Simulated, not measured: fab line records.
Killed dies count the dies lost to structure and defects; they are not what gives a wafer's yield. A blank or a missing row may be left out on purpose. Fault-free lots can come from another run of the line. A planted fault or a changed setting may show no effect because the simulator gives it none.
Chamber matching ; flow n5-finfet ; 4 sister chambers for N5_MIM_TOP_ALD_00 on ald-hk-02
The step deposits Al2O3, purge time 3 s, co reactant pulse time 3 s. 4 wafers are shown with their chamber, then 10 later ones without.

WAFERS PAIRED WITH THEIR CHAMBERS
wafer;chamber;precursor-pulse-height-rel
L087.1;2;1.054
L087.5;0;0.987
L089.1;3;1.005
L089.2;1;1.001

WAFERS WITHOUT THEIR CHAMBER
wafer;precursor-pulse-height-rel
L089.5;1.031
L091.1;0.984
L091.3;0.984
L091.5;0.989
L092.1;0.981
L092.2;1.012
L092.3;1.004
L093.2;0.994
L093.4;1.030
L093.6;0.980

WHICH CHAMBER EACH WENT THROUGH
wafer;from the rows above;in truth
L089.5;can't be placed: 2 or 3 or 1 or 0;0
L091.1;can't be placed: 0 or 1 or 3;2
L091.3;can't be placed: 0 or 1 or 3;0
L091.5;can't be placed: 0 or 1 or 3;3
L092.1;can't be placed: 0 or 1 or 3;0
L092.2;can't be placed: 3 or 1 or 0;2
L092.3;can't be placed: 3 or 1 or 0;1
L093.2;can't be placed: 1 or 0 or 3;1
L093.4;can't be placed: 2 or 3 or 1 or 0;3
L093.6;can't be placed: 0 or 1 or 3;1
Correctly placed: 0 of 10. Not placeable from these rows: 10 (in 8, the candidates include the true chamber). Number placed wrongly: 0.
How it was worked out, from the rows above alone: a wafer's distance from a chamber is the root of the sum, over the readings, of the square of ((its reading less the chamber's mean) divided by the reading's scatter). The wafer belongs to the nearest chamber; if the next one is less than 2 further off, it can't be placed. A chamber's mean is the mean of its shown wafers. The scatter (one wafer shown for each chamber): square how far every hidden wafer sits from the nearest shown wafer, average those squares and take the square root.
